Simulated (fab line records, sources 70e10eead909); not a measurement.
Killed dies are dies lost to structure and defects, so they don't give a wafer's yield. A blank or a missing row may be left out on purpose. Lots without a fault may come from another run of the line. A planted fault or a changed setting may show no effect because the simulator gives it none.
fab line records | flow nand_harc
record lots=24 wafers=72 last_day=33
route steps=1302 shown A_CONTACT@999
lots that met no fault: from a run of the same line without faults
start_h: hours from the record's first day to the start of the lot's first wafer shown | wait_h: hours since the lot's step before | " the same as in the row above | L1.1+2: a row that stands for several wafers | - no value, or no start given | * or withheld: withheld | < > ~ a bound
route shown NAME@n: a module of which the file shows steps, and the number in the route of the first | usual: mean/standard deviation of fault-free wafers | same: alike in all rows | chamber/n: place in a boat | sites: the reading at each site | _std_site: their standard deviation | _edge_site: outer sites' mean less inner sites' | radius_mm: how far each site lies from the wafer's centre | mask NAME#n: copy n | behind: the tool/chamber that last shaped the wafer | hold: why the lot was held/for how many hours/how that ended | device: the transistor (n, p or np) that didn't switch | end of line: the same wafers' tests at the end of the route | a step without rows: its recipe alone | killed: dies lost to structure and defects at the first sort, not the wafer's yield | map: a wafer's dies, x killed, . not, _ none there
set.NAME: the setting as run; set.NAME@STEP: as run at that earlier step | model.NAME: the simulator's own value behind a step, which no gauge read
steps of the route over a sample of lots; a table a step, a row a wafer
services: from which hour (start_h, from the record's first day; less than 0 if before it) a tool's chamber was out of use, for how many hours, and why
## steps
# step NHARC_A_CONTACT_INSPECT_44
# usual raw_defect_count=76/37
# columns lot.wafer tool chamber start_h wait_h raw_defect_count
L074.1 defect_inspect-02 - 499.14 0.0 104
L074.2 " - " " 131
L074.6 " - " " 121
L075.2 defect_inspect-02 - 499.68 0.0 7
L075.3 " - " " 15
L075.4 " - " " 10
L076.1 defect_inspect-01 - 509.79 0.0 51
L076.2 " - " " 50
L076.5 " - " " 58
L077.2 defect_inspect-01 - 510.42 0.1 50
L077.4 " - " " 60
L077.6 " - " " 61
L078.2 defect_inspect-02 - 528.55 0.0 53
L078.3 " - " " 55
L078.6 " - " " 69
L079.1 defect_inspect-02 - 529.32 0.0 115
L079.2 " - " " 115
L079.5 " - " " 103
L080.3 defect_inspect-02 - 544.87 0.0 100
L080.5 " - " " 131
L080.6 " - " " 131
L081.1 defect_inspect-02 - 552.70 0.0 83
L081.3 " - " " 83
L081.6 " - " " 75
L082.1 defect_inspect-02 - 580.35 0.0 127
L082.3 " - " " 142
L082.5 " - " " 144
L084.3 defect_inspect-02 - 584.66 0.0 51
L084.5 " - " " 65
L084.6 " - " " 68
L083.1 defect_inspect-02 - 588.49 0.0 29
L083.2 " - " " 35
L083.5 " - " " 23
L085.3 defect_inspect-01 - 596.71 0.0 33
L085.5 " - " " 32
L085.6 " - " " 39
L086.2 defect_inspect-02 - 618.78 0.0 74
L086.3 " - " " 66
L086.6 " - " " 66
L089.1 defect_inspect-01 - 626.45 0.0 53
L089.3 " - " " 62
L089.4 " - " " 65
L087.1 defect_inspect-01 - 627.45 0.0 57
L087.5 " - " " 85
L087.6 " - " " 77
L088.4 defect_inspect-02 - 641.68 0.0 89
L088.5 " - " " 88
L088.6 " - " " 98
L090.2 defect_inspect-01 - 644.40 0.0 131
L090.3 " - " " 141
L090.6 " - " " 134
L091.2 defect_inspect-01 - 664.92 0.0 96
L091.3 " - " " 92
L091.6 " - " " 106
L093.2 defect_inspect-02 - 671.11 0.0 30
L093.3 " - " " 23
L093.5 " - " " 45
L092.1 defect_inspect-01 - 671.72 0.0 148
L092.5 " - " " 143
L092.6 " - " " 131
L094.1 defect_inspect-02 - 681.59 0.0 29
L094.3 " - " " 23
L094.6 " - " " 29
L095.1 defect_inspect-01 - 704.42 0.0 37
L095.4 " - " " 43
L095.5 " - " " 39
L096.1 defect_inspect-01 - 714.65 0.0 117
L096.3 " - " " 103
L096.4 " - " " 110
L097.2 defect_inspect-01 - 723.39 0.0 97
L097.4 " - " " 88
L097.5 " - " " 90
# step NHARC_A_CONTACT_ETCH_111
# recipe source_w=withheld pressure_mtorr=20 bias_v=withheld time_s=140 target_depth_a=7000 ar_flow_sccm=withheld c4f8_flow_sccm=withheld o2_flow_sccm=withheld chemistry=C4F8/O2/Ar
# columns lot.wafer tool chamber start_h wait_h rf_hours_counter_h
L074.1 har_cap_etch-03 0 501.38 - 41
L074.2 " 1 " " 41
L074.6 " 1 " " -
L075.2 har_cap_etch-02 0 503.75 - 81
L075.3 " 0 " " -
L075.4 " 1 " " -
L076.2 har_cap_etch-02 0 511.79 - 83
L076.1 " 1 " " 83
L076.5 " 1 " " -
L077.2 har_cap_etch-03 1 513.01 - 45
L077.4 " 1 " " -
L077.6 " 0 " " -
L078.2 har_cap_etch-01 0 530.81 - 3
L078.3 " 0 " " -
L078.6 " 1 " " -
L079.2 har_cap_etch-02 0 531.37 - 91
L079.1 " 1 " " 91
L079.5 " 1 " " -
L080.3 har_cap_etch-03 0 546.87 - -
L080.6 " 1 " " -
L080.5 " 0 " " -
L081.1 har_cap_etch-01 1 554.62 - 7
L081.3 " 0 " " -
L081.6 " 0 " " -
L082.1 har_cap_etch-03 0 582.27 - 58
L082.3 " 1 " " -
L082.5 " 0 " " -
L084.3 har_cap_etch-01 1 586.64 - -
L084.5 " 0 " " -
L084.6 " 1 " " -
L083.2 har_cap_etch-02 1 590.38 - 99
L083.1 " 0 " " 99
L083.5 " 0 " " -
L085.3 har_cap_etch-01 0 599.07 - -
L085.6 " 1 " " -
L085.5 " 0 " " -
L086.2 har_cap_etch-02 0 620.71 - 105
L086.3 " 1 " " -
L086.6 " 1 " " -
L089.1 har_cap_etch-01 1 628.38 - 18
L089.3 " 0 " " -
L089.4 " 1 " " -
L087.1 har_cap_etch-03 1 629.33 - 67
L087.5 " 1 " " -
L087.6 " 0 " " -
L088.4 har_cap_etch-01 0 643.91 - -
L088.5 " 1 " " -
L088.6 " 0 " " -
L090.2 har_cap_etch-03 1 646.29 - 71
L090.3 " 0 " " -
L090.6 " 1 " " -
L091.2 har_cap_etch-03 1 666.82 - 75
L091.3 " 1 " " -
L091.6 " 1 " " -
L093.2 har_cap_etch-01 0 673.01 - 27
L093.3 " 0 " " -
L093.5 " 0 " " -
L092.1 har_cap_etch-02 0 673.64 - 114
L092.5 " 1 " " -
L092.6 " 0 " " -
L094.1 har_cap_etch-01 1 683.59 - 29
L094.3 " 0 " " -
L094.6 " 1 " " -
L095.1 har_cap_etch-01 1 706.29 - 33
L095.4 " 1 " " -
L095.5 " 1 " " -
L096.1 har_cap_etch-03 1 716.72 - 83
L096.3 " 0 " " -
L096.4 " 1 " " -
L097.2 har_cap_etch-01 1 725.26 - 35
L097.4 " 1 " " -
L097.5 " 0 " " -
# step NHARC_A_CONTACT_ETCH_120
# recipe source_w=withheld pressure_mtorr=20 bias_v=3000 time_s=190 target_depth_a=18500 ar_flow_sccm=withheld c4f8_flow_sccm=withheld o2_flow_sccm=withheld chemistry=C4F8/O2/Ar
# columns lot.wafer tool chamber start_h wait_h rf_hours_counter_h
L074.1 har_cap_etch-03 0 503.47 0.2 42
L074.2 " 1 " " 42
L074.6 " 1 " " -
L075.2 har_cap_etch-02 0 505.32 0.1 83
L075.3 " 0 " " -
L075.4 " 1 " " -
L076.2 har_cap_etch-02 0 513.87 0.2 85
L076.1 " 1 " " 85
L076.5 " 1 " " -
L077.2 har_cap_etch-03 1 515.09 0.2 46
L077.4 " 1 " " -
L077.6 " 0 " " -
L078.2 har_cap_etch-01 0 532.38 0.1 5
L078.3 " 0 " " -
L078.6 " 1 " " -
L079.2 har_cap_etch-02 0 532.94 0.1 92
L079.1 " 1 " " 92
L079.5 " 1 " " -
L080.3 har_cap_etch-03 0 548.61 0.1 -
L080.6 " 1 " " -
L080.5 " 0 " " -
L081.1 har_cap_etch-01 1 556.18 0.1 9
L081.3 " 0 " " -
L081.6 " 0 " " -
L082.1 har_cap_etch-03 0 584.36 0.2 60
L082.3 " 1 " " -
L082.5 " 0 " " -
L084.3 har_cap_etch-01 1 588.19 0.1 -
L084.5 " 0 " " -
L084.6 " 1 " " -
L083.2 har_cap_etch-02 1 591.94 0.1 101
L083.1 " 0 " " 101
L083.5 " 0 " " -
L085.3 har_cap_etch-01 0 600.64 0.1 -
L085.6 " 1 " " -
L085.5 " 0 " " -
L086.2 har_cap_etch-02 0 622.28 0.1 106
L086.3 " 1 " " -
L086.6 " 1 " " -
L089.1 har_cap_etch-01 1 629.94 0.1 19
L089.3 " 0 " " -
L089.4 " 1 " " -
L087.1 har_cap_etch-03 1 630.90 0.1 69
L087.5 " 1 " " -
L087.6 " 0 " " -
L088.4 har_cap_etch-01 0 645.46 0.1 -
L088.5 " 1 " " -
L088.6 " 0 " " -
L090.2 har_cap_etch-03 1 647.85 0.1 73
L090.3 " 0 " " -
L090.6 " 1 " " -
L091.2 har_cap_etch-03 1 668.38 0.1 77
L091.3 " 1 " " -
L091.6 " 1 " " -
L093.2 har_cap_etch-01 0 674.57 0.1 28
L093.3 " 0 " " -
L093.5 " 0 " " -
L092.1 har_cap_etch-02 0 675.19 0.1 116
L092.5 " 1 " " -
L092.6 " 0 " " -
L094.1 har_cap_etch-01 1 685.16 0.1 31
L094.3 " 0 " " -
L094.6 " 1 " " -
L095.1 har_cap_etch-01 1 707.87 0.1 34
L095.4 " 1 " " -
L095.5 " 1 " " -
L096.1 har_cap_etch-03 1 718.28 0.1 84
L096.3 " 0 " " -
L096.4 " 1 " " -
L097.2 har_cap_etch-01 1 726.82 0.1 37
L097.4 " 1 " " -
L097.5 " 0 " " -
# step NHARC_A_CONTACT_CD_MEAS_53
# usual cd_nm=289.5/0.85
# columns lot.wafer tool chamber start_h wait_h cd_nm
L074.1 cd_sem-01 - 505.52 - 289.4
L074.2 " - " " 290.4
L074.6 " - " " 290.7
L075.2 cd_sem-03 - 507.06 - 290.2
L075.3 " - " " 289.8
L075.4 " - " " 289.8
L076.1 cd_sem-01 - 515.64 - 289.1
L076.2 " - " " 289.0
L076.5 " - " " 289.3
L077.2 cd_sem-01 - 517.15 - 290.2
L077.4 " - " " 289.7
L077.6 " - " " 289.7
L078.2 cd_sem-03 - 534.11 - 289.3
L078.3 " - " " 289.1
L078.6 " - " " 288.9
L079.1 cd_sem-03 - 534.76 - 288.6
L079.2 " - " " 289.6
L079.5 " - " " 288.8
L080.3 cd_sem-01 - 550.24 - 287.7
L080.5 " - " " 287.3
L080.6 " - " " 287.3
L081.1 cd_sem-01 - 557.86 - 290.0
L081.3 " - " " 289.3
L081.6 " - " " 290.3
L082.1 cd_sem-01 - 586.38 - 287.8
L082.3 " - " " 287.5
L082.5 " - " " 287.4
L084.3 cd_sem-03 - 589.90 - 290.5
L084.5 " - " " 290.3
L084.6 " - " " 289.6
L083.1 cd_sem-02 - 593.68 - 288.3
L083.2 " - " " 288.9
L083.5 " - " " 288.9
L085.3 cd_sem-03 - 602.80 - 289.5
L085.5 " - " " 289.6
L085.6 " - " " 289.4
L086.2 cd_sem-03 - 623.96 - 289.7
L086.3 " - " " 288.7
L086.6 " - " " 288.9
L089.1 cd_sem-01 - 631.61 - 289.1
L089.3 " - " " 290.0
L089.4 " - " " 289.6
L087.1 cd_sem-02 - 632.61 - 289.9
L087.5 " - " " 288.6
L087.6 " - " " 289.8
L088.4 cd_sem-02 - 647.13 - 290.1
L088.5 " - " " 290.8
L088.6 " - " " 291.1
L090.2 cd_sem-02 - 649.60 - 289.7
L090.3 " - " " 289.4
L090.6 " - " " 289.2
L091.2 cd_sem-01 - 670.09 - 290.2
L091.3 " - " " 289.4
L091.6 " - " " 289.3
L093.2 cd_sem-03 - 676.25 - 290.9
L093.3 " - " " 290.8
L093.5 " - " " 290.5
L092.1 cd_sem-01 - 676.88 - 289.8
L092.5 " - " " 289.8
L092.6 " - " " 288.9
L094.1 cd_sem-03 - 686.84 - 290.5
L094.3 " - " " 290.9
L094.6 " - " " 290.5
L095.1 cd_sem-02 - 709.61 - 288.9
L095.4 " - " " 288.8
L095.5 " - " " 289.0
L096.1 cd_sem-01 - 719.98 - 289.8
L096.3 " - " " 289.2
L096.4 " - " " 289.4
L097.2 cd_sem-02 - 728.54 - 288.9
L097.4 " - " " 288.9
L097.5 " - " " 288.8
# step NHARC_A_CONTACT_STRIP_55
# recipe o2_flow_sccm=500 ar_flow_sccm=0 bias_w=0 chemistry=O2
# usual drypump_motor_current_A=5.6/0.5 oes_product_au=1.000/0.0099 rf_vpp_V=57.6/0.96 showerhead_plenum_p_Torr=3.48/0.14 throttle_valve_pct=17.034/0.0099
# columns lot.wafer tool chamber start_h wait_h drypump_motor_current_A oes_product_au rf_hours_counter_h rf_vpp_V showerhead_plenum_p_Torr throttle_valve_pct
L074.2 rie_diel-13 1 - - 4.8 0.985 60 57.1 3.41 17.049
L074.1 " 3 " " 5.3 0.995 63 57.5 3.77 17.046
L074.6 " 0 " " 6.5 1.017 - 56.1 3.44 17.044
L075.2 rie_diel-13 0 - - 6.5 1.020 54 56.3 3.44 17.041
L075.4 " 1 " " 4.8 0.995 61 57.7 3.41 17.024
L075.3 " 2 " " 5.6 1.007 64 57.3 3.38 17.020
L076.1 rie_diel-13 2 - - 5.6 0.999 66 58.1 3.38 17.024
L076.2 " 1 " " 4.8 0.997 63 58.3 3.41 17.036
L076.5 " 2 " " 5.6 1.008 - 56.7 3.38 17.028
L077.2 rie_diel-13 3 - - 5.2 0.993 67 58.4 3.77 17.038
L077.4 " 2 " " 5.6 1.017 67 57.6 3.38 17.032
L077.6 " 0 " " 6.5 1.017 - 56.3 3.43 17.026
L078.2 rie_diel-13 1 - - 4.8 0.988 2 57.1 3.41 17.032
L078.3 " 2 " " 5.6 0.990 3 57.6 3.38 17.020
L078.6 " 2 " " 5.6 0.995 - 57.6 3.38 17.033
L079.1 rie_diel-11 0 - - 6.0 1.004 33 59.0 3.73 17.040
L079.2 " 1 " " 6.3 0.986 30 59.2 3.47 17.037
L079.5 " 0 " " 6.0 1.001 - 57.4 3.73 17.043
L080.3 rie_diel-11 1 - - 6.3 0.992 35 57.1 3.47 17.049
L080.5 " 1 " " 6.3 0.981 - 57.3 3.47 17.048
L080.6 " 2 " " 5.3 1.005 - 58.6 3.39 17.047
L081.3 rie_diel-13 1 - - 4.8 0.989 8 58.3 3.41 17.038
L081.1 " 2 " " 5.6 0.994 9 56.7 3.37 17.025
L081.6 " 0 " " 6.5 0.993 - 57.3 3.43 17.039
L082.1 rie_diel-04 3 - - 5.7 1.000 8 56.8 3.50 17.040
L082.3 " 0 " " 5.5 0.992 9 58.1 3.43 17.036
L082.5 " 2 " " 5.7 1.008 - 57.2 3.48 17.033
L084.3 rie_diel-13 2 - - 5.7 1.004 21 57.0 3.37 17.046
L084.6 " 3 " " 5.3 1.001 - 58.3 3.76 17.029
L084.5 " 0 " " 6.5 0.994 - 57.0 3.42 17.050
L083.1 rie_diel-04 1 - - 5.2 0.993 8 56.2 3.33 17.048
L083.2 " 2 " " 5.7 1.024 8 58.5 3.48 17.009
L083.5 " 3 " " 5.7 1.002 - 57.7 3.50 17.038
L085.3 rie_diel-04 1 - - 5.2 0.999 10 56.2 3.33 17.026
L085.6 " 0 " " 5.5 0.985 - 56.9 3.43 17.050
L085.5 " 1 " " 5.2 0.992 - 57.6 3.33 17.025
L086.2 rie_diel-13 1 - - 4.8 1.000 28 56.5 3.40 17.030
L086.3 " 2 " " 5.6 1.012 35 58.8 3.36 17.020
L086.6 " 1 " " 4.8 0.998 - 56.2 3.40 17.032
L089.3 rie_diel-04 0 - - 5.5 0.994 13 58.7 3.43 17.032
L089.1 " 1 " " 5.2 1.000 13 56.3 3.33 17.033
L089.4 " 2 " " 5.7 1.019 14 57.7 3.48 17.054
L087.1 rie_diel-04 0 - - 5.5 0.990 13 56.5 3.43 17.041
L087.6 " 0 " " 5.5 1.003 - 57.4 3.43 17.028
L087.5 " 1 " " 5.2 0.992 - 57.8 3.33 17.030
L088.4 rie_diel-04 0 - - 5.4 1.007 16 58.0 3.43 17.039
L088.5 " 0 " " 5.5 1.004 - 56.8 3.43 17.016
L088.6 " 1 " " 5.2 0.995 - 55.4 3.33 17.030
L090.2 rie_diel-13 2 - - 5.6 0.990 37 58.3 3.36 17.024
L090.3 " 0 " " 6.5 1.004 39 58.1 3.41 17.041
L090.6 " 1 " " 4.8 1.001 - 58.3 3.39 17.022
L091.2 rie_diel-04 2 - - 5.7 1.020 20 56.9 3.48 17.036
L091.3 " 1 " " 5.2 1.000 19 57.1 3.33 17.038
L091.6 " 2 " " 5.7 1.017 - 58.0 3.48 17.047
L093.3 rie_diel-04 2 - - 5.7 1.018 21 57.3 3.48 17.038
L093.2 " 3 " " 5.7 0.999 23 56.6 3.49 17.048
L093.5 " 2 " " 5.7 1.021 - 59.8 3.48 17.037
L092.1 rie_diel-04 2 - - 5.7 1.020 21 56.5 3.48 17.025
L092.5 " 2 " " 5.7 1.008 - 58.3 3.48 17.025
L092.6 " 3 " " 5.7 1.006 - 59.0 3.49 17.037
L094.3 rie_diel-11 0 - - 6.0 0.996 26 58.2 3.70 17.020
L094.1 " 1 " " 6.3 0.990 25 56.9 3.44 17.038
L094.6 " 2 " " 5.3 1.006 - 56.5 3.36 17.039
L095.1 rie_diel-11 3 - - 6.2 0.994 33 57.4 3.72 17.066
L095.4 " 1 " " 6.3 0.988 31 56.3 3.44 17.023
L095.5 " 0 " " 6.0 0.994 - 56.9 3.69 17.044
L096.3 rie_diel-04 3 - - 5.7 0.990 0 56.4 3.49 17.042
L096.4 " 1 " " 5.2 0.994 0 55.9 3.33 17.027
L096.1 " 2 " " 5.7 1.001 0 56.2 3.47 17.027
L097.2 rie_diel-13 0 - - 6.5 1.011 6 56.9 3.40 17.052
L097.4 " 1 " " 4.8 1.013 6 57.7 3.38 17.044
L097.5 " 1 " " 4.8 0.998 - 57.6 3.38 17.039
# step NHARC_A_CONTACT_ETCH_125
# recipe source_w=withheld pressure_mtorr=20 bias_v=3000 time_s=197 target_depth_a=19180 ar_flow_sccm=withheld c4f8_flow_sccm=withheld o2_flow_sccm=withheld chemistry=C4F8/O2/Ar
# columns lot.wafer tool chamber start_h wait_h rf_hours_counter_h
L074.1 har_cap_etch-02 0 515.17 0.2 86
L074.2 " 1 " " 86
L074.6 " 0 " " -
L075.2 har_cap_etch-01 1 516.61 0.2 0
L075.3 " 0 " " -
L075.4 " 1 " " -
L076.2 har_cap_etch-02 1 522.51 0.2 88
L076.1 " 0 " " 88
L076.5 " 0 " " -
L077.2 har_cap_etch-03 0 524.48 0.2 48
L077.4 " 1 " " -
L077.6 " 0 " " -
L078.2 har_cap_etch-01 0 541.56 0.2 6
L078.3 " 0 " " -
L078.6 " 0 " " -
L079.1 har_cap_etch-02 1 541.70 0.2 93
L079.2 " 0 " " 93
L079.5 " 1 " " -
L080.3 har_cap_etch-02 1 562.13 0.2 -
L080.5 " 0 " " -
L080.6 " 1 " " -
L081.1 har_cap_etch-03 1 565.32 0.2 57
L081.3 " 1 " " -
L081.6 " 0 " " -
L082.1 har_cap_etch-03 1 596.76 0.2 61
L082.3 " 1 " " -
L082.5 " 1 " " -
L084.3 har_cap_etch-02 1 600.05 0.2 -
L084.6 " 0 " " -
L084.5 " 1 " " -
L083.1 har_cap_etch-03 1 603.26 0.2 62
L083.2 " 0 " " 62
L083.5 " 0 " " -
L085.3 har_cap_etch-03 1 609.75 0.2 -
L085.5 " 0 " " -
L085.6 " 1 " " -
L086.2 har_cap_etch-02 1 632.16 0.2 107
L086.3 " 0 " " -
L086.6 " 1 " " -
L089.1 har_cap_etch-01 0 639.49 0.2 20
L089.4 " 1 " " -
L089.3 " 0 " " -
L087.1 har_cap_etch-03 1 639.88 0.2 70
L087.5 " 1 " " -
L087.6 " 0 " " -
L088.4 har_cap_etch-02 1 653.98 0.2 -
L088.5 " 0 " " -
L088.6 " 1 " " -
L090.2 har_cap_etch-03 1 656.38 0.2 74
L090.3 " 0 " " -
L090.6 " 0 " " -
L091.2 har_cap_etch-03 0 682.42 0.2 78
L091.3 " 0 " " -
L091.6 " 0 " " -
L093.2 har_cap_etch-02 0 684.34 0.2 117
L093.3 " 0 " " -
L093.5 " 0 " " -
L092.1 har_cap_etch-03 0 685.70 0.2 79
L092.5 " 0 " " -
L092.6 " 1 " " -
L094.1 har_cap_etch-03 0 697.73 0.2 81
L094.3 " 1 " " -
L094.6 " 0 " " -
L095.1 har_cap_etch-02 0 717.57 0.2 123
L095.4 " 0 " " -
L095.5 " 1 " " -
L096.1 har_cap_etch-03 0 728.74 0.2 85
L096.3 " 1 " " -
L096.4 " 0 " " -
L097.2 har_cap_etch-02 0 735.89 0.2 126
L097.4 " 0 " " -
L097.5 " 0 " " -
## services
# columns tool chamber start_h hours kind
rie_diel-11 - 480.17 0.7 repair
rie_diel-11 2 485.48 1.2 repair
rie_diel-04 0 486.61 - clean
rie_diel-04 1 486.61 - clean
rie_diel-04 3 496.33 4.9 repair
har_cap_etch-01 - 499.38 17.0 pm
har_cap_etch-01 0 499.38 17.0 vent_cycle
har_cap_etch-01 1 499.38 17.0 vent_cycle
har_cap_etch-01 0 516.38 - clean
har_cap_etch-01 1 516.38 - clean
rie_diel-04 - 516.83 0.2 repair
rie_diel-13 - 520.02 9.0 pm
har_cap_etch-02 - 544.62 0.4 repair
rie_diel-11 0 544.89 2.9 repair
har_cap_etch-03 - 586.65 1.4 repair
rie_diel-04 0 592.26 5.9 repair
rie_diel-04 - 606.46 0.9 repair
rie_diel-11 - 609.72 9.0 pm
rie_diel-13 2 637.12 12.7 repair
rie_diel-11 1 656.74 4.0 repair
rie_diel-13 - 697.13 9.0 pm
rie_diel-04 - 709.19 9.0 pm
rie_diel-11 3 724.71 9.8 repair
rie_diel-11 2 735.21 6.5 repair
## key
fault none
